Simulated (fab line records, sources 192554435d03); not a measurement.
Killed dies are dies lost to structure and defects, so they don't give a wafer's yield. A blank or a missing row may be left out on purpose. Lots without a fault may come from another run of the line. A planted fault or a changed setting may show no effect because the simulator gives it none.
Which tool did it? | flow n5_finfet | 10 lots, 28 wafers sampled, at 5 steps of a route of 1938

WHAT THE GAUGES READ, wafer by wafer
N5_BEOL_M1_OVL_MEAS_12. Usual: M1_OVL 0.0 nm, standard deviation 0.67.
lot  | measured     | on         | M1_OVL (nm)    | flag
L628 | day 6 11:11  | overlay-02 | -0.2 0.0 -0.2  |
L630 | day 6 21:49  | overlay-01 | 1.3 0.6 0.4    |
L631 | day 6 22:19  | overlay-01 | -0.9 -0.4 -0.7 |
L634 | day 8 18:16  | overlay-02 | -0.3 -0.5 -0.7 |
L636 | day 8 22:37  | overlay-02 | -0.7 -0.3 -0.2 |
L639 | day 9 05:41  | overlay-02 | 0.0 -0.3 -0.6  |
L637 | day 9 06:19  | overlay-01 | 0.1 1.0 0.6    |
L648 | day 11 07:51 | overlay-02 | 0.8 0.3        |
L650 | day 12 09:29 | overlay-02 | 0.1 -0.5       |
L651 | day 12 21:07 | overlay-01 | 1.7 0.8 0.6    |

N5_BEOL_M1_CD_MEAS_18: pitch 36 nm, target cd 18 nm. Usual: cd_nm 18.0 nm, standard deviation 0.34.
lot  | measured     | on        | cd_nm (nm)     | flag
L628 | day 6 11:44  | cd_sem-01 | 17.6 17.7 18.3 |
L630 | day 6 22:27  | cd_sem-03 | 17.6 18.5 18.3 |
L631 | day 6 23:03  | cd_sem-01 | 18.3 18.0 18.1 |
L634 | day 8 18:46  | cd_sem-01 | 17.6 17.8 17.9 |
L636 | day 8 23:41  | cd_sem-03 | 17.6 18.0 18.3 |
L639 | day 9 06:19  | cd_sem-03 | 17.6 18.2 17.9 |
L637 | day 9 06:52  | cd_sem-01 | 17.8 17.5 17.5 |
L648 | day 11 08:25 | cd_sem-01 | 18.2 18.4      |
L650 | day 12 09:59 | cd_sem-03 | 17.6 18.2      |
L651 | day 12 21:45 | cd_sem-02 | 17.7 17.4 17.3 |

N5_BEOL_M4_RC_MEAS_101. Usual: DIBL_N 36.2 mV/V, standard deviation 1.5; DIBL_P 36.4 mV/V, standard deviation 2.1; IOFF_N 0.16 nA/um, standard deviation 0.031; IOFF_P 0.21 nA/um, standard deviation 0.037; ION_N 679 uA/um, standard deviation 11; ION_P 465 uA/um, standard deviation 7.7; SS_N 71.4 mV/dec, standard deviation 0.55; SS_P 73.2 mV/dec, standard deviation 0.63; VT_N 249 mV, standard deviation 3.3; VT_P -250 mV, standard deviation 3.4.
lot  | measured     | on        | DIBL_N (mV/V)  | DIBL_P (mV/V)  | IOFF_N (nA/um) | IOFF_P (nA/um) | ION_N (uA/um) | ION_P (uA/um) | SS_N (mV/dec)  | SS_P (mV/dec)  | VT_N (mV)   | VT_P (mV)      | flag
L628 | day 8 03:11  | prober-02 | 36.6 37.2 39.9 | 38.2 38.7 40.6 | 0.15 0.17 0.22 | 0.21 0.21 0.24 | 675 677 694   | 463 462 465   | 72.2 71.7 72.0 | 74.0 73.7 74.3 | 249 247 244 | -253 -252 -250 |
L630 | day 8 08:12  | prober-01 | 34.9 33.9 35.2 | 32.6 32.0 33.4 | 0.12 0.12 0.12 | 0.14 0.14 0.16 | 657 679 667   | 449 461 458   | 71.3 71.2 72.2 | 72.2 71.5 72.7 | 255 252 252 | -257 -254 -254 |
L631 | day 8 15:56  | prober-02 | 35.4 35.4 35.0 | 37.8 38.0 38.6 | 0.16 0.16 0.16 | 0.21 0.22 0.22 | 684 673 680   | 464 463 469   | 71.1 71.4 71.7 | 73.1 74.1 72.9 | 250 252 246 | -249 -249 -248 |
L634 | day 10 08:14 | prober-01 | 38.4 35.3 35.4 | 37.2 34.7 34.4 | 0.20 0.15 0.15 | 0.26 0.22 0.21 | 697 689 678   | 470 473 468   | 71.9 71.2 72.0 | 73.5 73.2 72.7 | 246 249 250 | -244 -248 -249 |
L636 | day 10 09:13 | prober-01 | 36.1 34.5 35.3 | 35.9 33.3 34.8 | 0.14 0.12 0.13 | 0.20 0.17 0.19 | 680 670 670   | 464 462 464   | 71.7 70.9 72.1 | 72.7 72.8 73.1 | 251 253 254 | -251 -254 -253 |
L639 | day 10 20:01 | prober-02 | 32.9 34.6 35.7 | 34.8 36.6 38.1 | 0.12 0.14 0.16 | 0.17 0.19 0.21 | 679 674 683   | 470 462 466   | 70.5 70.4 71.0 | 72.2 72.8 73.8 | 253 253 252 | -253 -251 -252 |
L637 | day 11 00:33 | prober-01 | 37.2 35.9 39.3 | 35.5 34.6 39.4 | 0.14 0.13 0.20 | 0.16 0.15 0.22 | 685 672 696   | 457 448 471   | 71.5 70.8 72.7 | 72.6 72.3 73.3 | 251 253 247 | -257 -257 -256 |
L648 | day 12 21:35 | prober-01 | 36.5 35.4      | 35.7 33.6      | 0.16 0.14      | 0.23 0.20      | 668 669       | 464 465       | 71.0 71.5      | 73.4 72.4      | 252 253     | -249 -250      |
L650 | day 14 03:55 | prober-01 | 35.9 34.6      | 36.3 34.2      | 0.15 0.13      | 0.20 0.17      | 660 675       | 453 457       | 71.2 71.2      | 73.0 72.9      | 252 250     | -250 -249      |
L651 | day 14 04:31 | prober-02 | 35.0 36.9 37.2 | 35.3 36.5 36.8 | 0.16 0.17 0.19 | 0.21 0.21 0.22 | 693 682 680   | 463 467 465   | 70.4 72.3 71.8 | 73.5 74.0 74.4 | 248 251 248 | -250 -249 -250 |

WHICH TOOL RAN EACH LOT (tool, then ch and the chambers of the sampled wafers, then the start)
lot  | N5_BEOL_M1_ETCH_74                 | N5_BEOL_M1_COAT_76
L628 | rie_diel-06 ch 1,2, day 6 11:19    | litho_track-01 ch 0, day 6 11:47
L630 | rie_diel-05 ch 0,1,3, day 6 22:02  | litho_track-01 ch 0, day 6 22:29
L631 | rie_diel-06 ch 0,3, day 6 22:27    | litho_track-05 ch 0, day 6 23:05
L634 | rie_diel-05 ch 0,2,3, day 8 18:22  | litho_track-01 ch 0, day 8 18:49
L636 | rie_diel-05 ch 1,2,3, day 8 23:12  | litho_track-04 ch 0, day 8 23:44
L639 | rie_diel-04 ch 0,1,3, day 9 05:49  | litho_track-01 ch 0, day 9 06:21
L637 | rie_diel-05 ch 0,1, day 9 06:28    | litho_track-01 ch 0, day 9 06:54
L648 | rie_diel-04 ch 0,3, day 11 07:57   | litho_track-01 ch 0, day 11 08:27
L650 | rie_diel-04 ch 0,3, day 12 09:35   | litho_track-01 ch 0, day 12 10:02
L651 | rie_diel-05 ch 1,2,3, day 12 21:14 | litho_track-01 ch 0, day 12 21:47
- N5_BEOL_M1_ETCH_74: etches underlayer in N2/H2, target depth 6.5 nm, time 5.2 s.
- N5_BEOL_M1_COAT_76: time 60 s, resist thk 5 nm.

WHAT THE TOOLS THEMSELVES READ (means of the sampled wafers that have a number; where no wafer has one, the mark that the record gives instead)
N5_BEOL_M1_ETCH_74. Usual: drypump_motor_current_A 5.6 A, standard deviation 0.4; etch_rf_on_time_s 5.23 s, standard deviation 0.12; oes_product_au 0.69 a.u., standard deviation 0.072; rf_vpp_V 524 V, standard deviation 3.2; showerhead_plenum_p_Torr 2.57 Torr, standard deviation 0.11; throttle_valve_pct 17.89 %, standard deviation 0.27.
lot  | tool        | drypump_motor_current_A (A) | etch_rf_on_time_s (s) | oes_product_au (a.u.) | rf_vpp_V (V) | showerhead_plenum_p_Torr (Torr) | throttle_valve_pct (%) | flag
L628 | rie_diel-06 | 5.5                         | 5.14                  | 0.67                  | 525          | 2.64                            | 17.74                  |
L630 | rie_diel-05 | 5.5                         | 5.30                  | 0.68                  | 521          | 2.46                            | 17.92                  |
L631 | rie_diel-06 | 5.7                         | 5.27                  | 0.76                  | 529          | 2.71                            | 17.83                  |
L634 | rie_diel-05 | 5.3                         | 5.27                  | 0.67                  | 523          | 2.49                            | 17.96                  |
L636 | rie_diel-05 | 5.2                         | 5.28                  | 0.63                  | 522          | 2.48                            | 18.09                  |
L639 | rie_diel-04 | 6.1                         | 5.15                  | 0.64                  | 526          | 2.60                            | 17.95                  |
L637 | rie_diel-05 | 5.6                         | 5.40                  | 0.68                  | 522          | 2.47                            | 17.94                  |
L648 | rie_diel-04 | 6.1                         | 5.15                  | 0.66                  | 526          | 2.58                            | 18.09                  |
L650 | rie_diel-04 | 6.0                         | 5.16                  | 0.65                  | 526          | 2.58                            | 18.08                  |
L651 | rie_diel-05 | 5.2                         | 5.37                  | 0.62                  | 523          | 2.47                            | 18.12                  |

N5_BEOL_M1_COAT_76. Usual: run_length_s 66.05 s, standard deviation 0.16.
lot  | tool           | run_length_s (s) | flag
L628 | litho_track-01 | 66.13            |
L630 | litho_track-01 | 66.14            |
L631 | litho_track-05 | 66.04            |
L634 | litho_track-01 | 66.02            |
L636 | litho_track-04 | 65.86            |
L639 | litho_track-01 | 66.14            |
L637 | litho_track-01 | 66.07            |
L648 | litho_track-01 | 67.85            | OFF
L650 | litho_track-01 | 68.02            | OFF
L651 | litho_track-01 | 68.47            | OFF

THE ANSWER, worked out from the rows above alone
Rule: a lot is off if the mean of its wafers that have a number lies more than 3 standard deviations from the usual mean. A lot without any number at a reading at which 4 lots or more have one is off too. The other lots that the step has rows for count as sound. The gauges are gone through in route order, then the tools' own readings, and for those a lot's mean is taken as printed above. The first step at which some lot is off is used, and at that step the reading that is off furthest; a lot without a number counts as furthest.
Off: L648, L650, L651, at N5_BEOL_M1_COAT_76 (run_length_s).
A tool fits if, at that step or a process step before it, it ran every lot that is off, and no sound lot after the first of them. One fits: litho_track-01 at N5_BEOL_M1_COAT_76. Its last sound lot is L637 (day 9 06:54), its first lot that is off L648 (day 11 08:27): a fault that began between those two fits.
The tool's own readings at N5_BEOL_M1_COAT_76 bear it out: on the lots that are off they differ by more than 5 times the standard deviation of the sound lots' means. run_length_s reads 68.11 s there against 66.06 s on the sound lots.

WHAT THE SIMULATOR HAD PUT IN
Process parameter drift: litho_track-01, from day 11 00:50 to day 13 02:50, at N5_BEOL_M1_COAT_76. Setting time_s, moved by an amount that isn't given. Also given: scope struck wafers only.
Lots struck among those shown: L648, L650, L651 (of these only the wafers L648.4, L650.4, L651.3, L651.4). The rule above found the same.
